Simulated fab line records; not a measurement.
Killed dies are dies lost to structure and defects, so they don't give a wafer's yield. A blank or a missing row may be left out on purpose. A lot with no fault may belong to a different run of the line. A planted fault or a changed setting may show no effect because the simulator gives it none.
Split-lot study	flow n5_finfet	route with 1938 steps; 7 lots, 21 wafers read

SPLIT DETAILS
At N5_ILD0_ALD_15 (deposits SiNx, target thk 24 nm, pulse time 1 s, ald cycles 480), the setting ald_cycles was moved away from the recipe's 480 on 6 of the 21 wafers read, by -15.8% to +10.4%. The other wafers ran this setting at the recipe's value.

Reading taken at the split's own step.

THE READING
SiNx_of_ILD0_ALD_15.thk_nm (the simulator's own value, which no gauge read), in nm, at N5_ILD0_ALD_15 (deposits SiNx, target thk 24 nm, pulse time 1 s, ald cycles 480). The file gives no usual value for it. Average 24.0 nm, standard deviation 0.12 nm, over the 15 wafers here run with the recipe.

wafer	tool, chamber at the split	ald_cycles as run	against the recipe	SiNx_of_ILD0_ALD_15.thk_nm, nm	against lot-mates on the recipe
L074.1	ald_sin-04, 0	480	recipe	24.2	-
L074.6	ald_sin-04, 0	480	recipe	24.2	-
L074.4	ald_sin-04, 3	480	recipe	24	-
L078.1	ald_sin-04, 0,1	480	recipe	24	-
L078.5	ald_sin-04, 0,1	480	recipe	24	-
L078.2	ald_sin-04, 1	480	recipe	23.8	-
L081.1	ald_sin-02, 2	404	-15.8%	20.2	-3.6
L081.4	ald_sin-02, 1	404	-15.8%	20	-3.8
L081.6	ald_sin-02, 2	480	recipe	23.8	-
L083.1	ald_sin-01, 0,2	480	recipe	24	-
L083.2	ald_sin-01, 0,2	480	recipe	24	-
L083.4	ald_sin-01, 1	530	+10.4%	26.4	+2.4
L084.2	ald_sin-02, 0	480	recipe	24.2	-
L084.6	ald_sin-02, 0	480	recipe	24.2	-
L084.3	ald_sin-02, 1	480	recipe	24	-
L093.3	ald_sin-02, 1	443	-7.7%	22	-2.0
L093.4	ald_sin-02, 3,1	480	recipe	24	-
L093.6	ald_sin-02, 3,1	480	recipe	24	-
L094.1	ald_sin-02, 3	452	-5.8%	22.8	-1.2
L094.5	ald_sin-02, 1	452	-5.8%	22.6	-1.4
L094.6	ald_sin-02, 2	480	recipe	24	-
Where a row lists several chambers, the file gives one row for several wafers and doesn't say which wafer went through which chamber.

THE FIT
A straight line over all 21 wafers: SiNx_of_ILD0_ALD_15.thk_nm changes by +0.244 nm for each +1% of ald_cycles; r = +1.00; the points scatter about the line by 0.13 nm.
The same after taking each lot's own level away (the mean of its wafers on the recipe; 21 wafers): +0.234 nm for each +1%; r = +1.00; scatter 0.094 nm.
According to that fit, moving ald_cycles by its largest amount changes the reading by 3.7 nm.
Across the lots, their own levels run from 23.80 to 24.13 nm, a range of 2.7 times the standard deviation given above.
The two slopes are in agreement: the lot-to-lot level therefore moves the slope only a little.
Check: -3.77 nm against its lot-mates is what the line predicts for one of the wafers moved furthest among these (-15.8%) when that wafer is left out of the fit. Against them it came out at -3.6 nm.

OTHER SPLITS APPLIED TO THESE WAFERS
Note: prior to the reading, these wafers also went through further splits. Each is held against what the fit with the lots' levels taken away leaves over:
other split on the same wafers	wafers away from the commonest value	r with SiNx_of_ILD0_ALD_15.thk_nm (lot level and that fit taken away)
N5_ZERO_LAYER_EXPOSE_08 dose_mj	8	-0.31
N5_WELL_APT_COAT_02 spin_rpm	5	+0.34
N5_WELL_APT_COAT_19 spin_rpm	4	+0.15
N5_FIN_SAQP_FIN_ETCH_36 icp_w	11	+0.26
N5_FIN_CUT_COAT_19 spin_rpm	5	+0.08
N5_DUMMY_GATE_CVD_03 temp_c	12	-0.11
N5_DUMMY_GATE_COAT_28 spin_rpm	7	-0.05
N5_DUMMY_GATE_EXPOSE_12 dose_mj	5	-0.20
N5_SD_EPI_P_COAT_03 spin_rpm	4	+0.10
N5_SD_EPI_P_DEVELOP_08 develop_time_s	7	-0.26

FILE'S OWN FIT
SiNx_of_ILD0_ALD_15.thk_nm changes by +0.235 nm for each +1% of ald_cycles, r = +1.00.
